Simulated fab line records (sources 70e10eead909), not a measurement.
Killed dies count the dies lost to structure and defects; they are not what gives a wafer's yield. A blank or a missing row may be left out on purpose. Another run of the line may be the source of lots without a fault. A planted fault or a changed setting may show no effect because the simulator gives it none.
Matching of chambers / flow nand_harc / 4 sister chambers for NHARC_A_WL_FILL_ALD_00 on ald_hk-04
The step deposits Al2O3, target thk 3 nm, pulse time 3 s, ald cycles 30. 4 wafers are shown with their chamber, then 12 later ones without.

WAFERS PAIRED WITH THEIR CHAMBERS
wafer=L088.5; chamber=3; heater_power_w (W)=450
wafer=L090.1; chamber=0; heater_power_w (W)=456
wafer=L090.2; chamber=2; heater_power_w (W)=414
wafer=L090.6; chamber=1; heater_power_w (W)=453

WAFERS WHOSE CHAMBER IS MISSING
wafer=L091.1; heater_power_w (W)=465
wafer=L091.3; heater_power_w (W)=461
wafer=L091.4; heater_power_w (W)=440
wafer=L093.4; heater_power_w (W)=422
wafer=L093.5; heater_power_w (W)=438
wafer=L093.6; heater_power_w (W)=464
wafer=L094.3; heater_power_w (W)=476
wafer=L094.4; heater_power_w (W)=447
wafer=L094.5; heater_power_w (W)=451
wafer=L096.3; heater_power_w (W)=449
wafer=L096.5; heater_power_w (W)=402
wafer=L096.6; heater_power_w (W)=454

WHICH CHAMBER EACH WENT THROUGH
wafer=L091.1; from the rows above=can't be placed: 0 or 1 or 3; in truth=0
wafer=L091.3; from the rows above=can't be placed: 0 or 1 or 3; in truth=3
wafer=L091.4; from the rows above=can't be placed: 3 or 1 or 0 or 2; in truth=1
wafer=L093.4; from the rows above=2; in truth=2
wafer=L093.5; from the rows above=can't be placed: 3 or 1 or 0 or 2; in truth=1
wafer=L093.6; from the rows above=can't be placed: 0 or 1 or 3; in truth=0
wafer=L094.3; from the rows above=can't be placed: 0 or 1 or 3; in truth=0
wafer=L094.4; from the rows above=can't be placed: 3 or 1 or 0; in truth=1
wafer=L094.5; from the rows above=can't be placed: 3 or 1 or 0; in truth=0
wafer=L096.3; from the rows above=can't be placed: 3 or 1 or 0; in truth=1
wafer=L096.5; from the rows above=2; in truth=2
wafer=L096.6; from the rows above=can't be placed: 1 or 0 or 3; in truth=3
Correctly placed: 2 of 12. Unplaceable from these rows: 10, with the true chamber sitting among the candidates in 10. Number placed wrongly: 0.
How it was worked out, from the rows above alone: a wafer's distance from a chamber is the root of the sum, over the readings, of the square of ((its reading less the chamber's mean) divided by the reading's scatter). If the next closest chamber is less than 2 further off than the closest, the wafer can't be placed; otherwise it belongs to the closest. For every chamber, the mean is computed from those of its wafers that are shown. The scatter: with one shown wafer a chamber, the root of the mean of the squares of how far each hidden wafer lies from its nearest shown one.
